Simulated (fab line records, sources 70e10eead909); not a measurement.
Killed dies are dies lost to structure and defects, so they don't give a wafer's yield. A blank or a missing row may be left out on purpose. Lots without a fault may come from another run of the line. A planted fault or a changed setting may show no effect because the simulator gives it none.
Which tool did it? | flow nand_harc | 11 lots, 33 wafers sampled, at 5 steps of a route of 1302

WHAT THE GAUGES READ, wafer by wafer
NHARC_END_SORT_01.
lot  | measured     | on        | killed_at_array
L319 | day 28 07:41 | prober-02 | 35 673 34

WHICH TOOL RAN EACH LOT (tool, then ch and the chambers of the sampled wafers, then the start)
lot  | NHARC_A_CHANNEL_FILL_D2_ALD_15                 | NHARC_A_CHANNEL_FILL_D2_STRIP_28   | NHARC_A_STAIRCASE_ETCH_169         | NHARC_A_STAIRCASE_ETCH_170
L311 | ald_sin_batch-01 ch 0, day 14 22:27 or earlier | rie_diel-04 ch 2,3, day 14 22:27   | rie_diel-01 ch 1,2,3, day 15 23:05 | rie_diel-01 ch 0,3, no start
L312 | ald_sin_batch-01 ch 0, day 14 22:26 or earlier | rie_diel-13 ch 0,1, day 14 22:26   | rie_diel-01 ch 1,3, day 15 22:53   | rie_diel-01 ch 1,2, no start
L319 | ald_sin_batch-02 ch 0, day 17 17:29 or earlier | rie_diel-04 ch 2,3, day 17 17:29   | rie_diel-09 ch 0,1,3, day 18 23:19 | rie_diel-09 ch 1,2, day 28 07:41 or earlier
L325 | ald_sin_batch-03 ch 0, day 21 04:52 or earlier | rie_diel-13 ch 0,1,3, day 21 04:52 | rie_diel-01 ch 0,2,3, day 22 05:14 | rie_diel-01 ch 0,1,3, no start
L328 | ald_sin_batch-03 ch 0, day 21 04:52 or earlier | rie_diel-11 ch 1,2, day 21 04:52   | rie_diel-09 ch 0,2,3, day 22 05:05 | rie_diel-09 ch 1,2, no start
L329 | ald_sin_batch-03 ch 0, day 22 01:47 or earlier | rie_diel-13 ch 0,3, day 22 01:47   | rie_diel-09 ch 0,1,2, day 23 03:52 | rie_diel-09 ch 0,2, no start
L330 | ald_sin_batch-01 ch 0, day 22 08:44 or earlier | rie_diel-04 ch 0,1,3, day 22 08:44 | rie_diel-01 ch 1,2,3, day 23 13:30 | rie_diel-01 ch 0,1,2, no start
L331 | ald_sin_batch-02 ch 0, day 22 17:10 or earlier | rie_diel-04 ch 2,3, day 22 17:10   | rie_diel-05 ch 2,3, day 23 22:23   | rie_diel-05 ch 0,1,2, no start
L332 | ald_sin_batch-02 ch 0, day 22 17:08 or earlier | rie_diel-11 ch 1,2,3, day 22 17:08 | rie_diel-09 ch 0,1, day 23 19:34   | rie_diel-09 ch 0,2,3, no start
L333 | ald_sin_batch-02 ch 0, day 23 08:24 or earlier | rie_diel-11 ch 0,1,2, day 23 08:24 | rie_diel-05 ch 0,2, day 24 09:20   | rie_diel-05 ch 0,3, no start
L334 | ald_sin_batch-02 ch 0, day 24 03:59 or earlier | rie_diel-13 ch 1,2,3, day 24 03:59 | rie_diel-09 ch 1,2,3, day 25 08:13 | rie_diel-09 ch 0,1,2, no start
- NHARC_A_CHANNEL_FILL_D2_ALD_15: deposits SiNx, target thk 2 nm, pulse time 60 s, ald cycles 19.
- NHARC_A_CHANNEL_FILL_D2_STRIP_28: strips in O2, time 20 s.
- NHARC_A_STAIRCASE_ETCH_169: etches the open film in CH3F/O2, target depth 50 nm, time 107.1 s.
- NHARC_A_STAIRCASE_ETCH_170: etches the open film in C4F6/O2, target depth 200 nm, time 66.667 s.

THE ANSWER, worked out from the rows above alone
Rule: what is usual is taken from the lots themselves. Put in order of their means at a reading, lots are off if they are a third of the lots or fewer, leave a main group of 4 or more, and stand apart from it by a gap of 3 or more times the standard deviation of the main group's means; of several such gaps the widest counts. A main group whose means are all the same, to the digits that the tables above print for the reading, isn't used. A lot without any number at a reading at which 4 lots or more have one is off too. The other lots that the step has rows for count as sound.
No lot is off at any reading shown: from this, nothing can be told.

WHAT THE SIMULATOR HAD PUT IN
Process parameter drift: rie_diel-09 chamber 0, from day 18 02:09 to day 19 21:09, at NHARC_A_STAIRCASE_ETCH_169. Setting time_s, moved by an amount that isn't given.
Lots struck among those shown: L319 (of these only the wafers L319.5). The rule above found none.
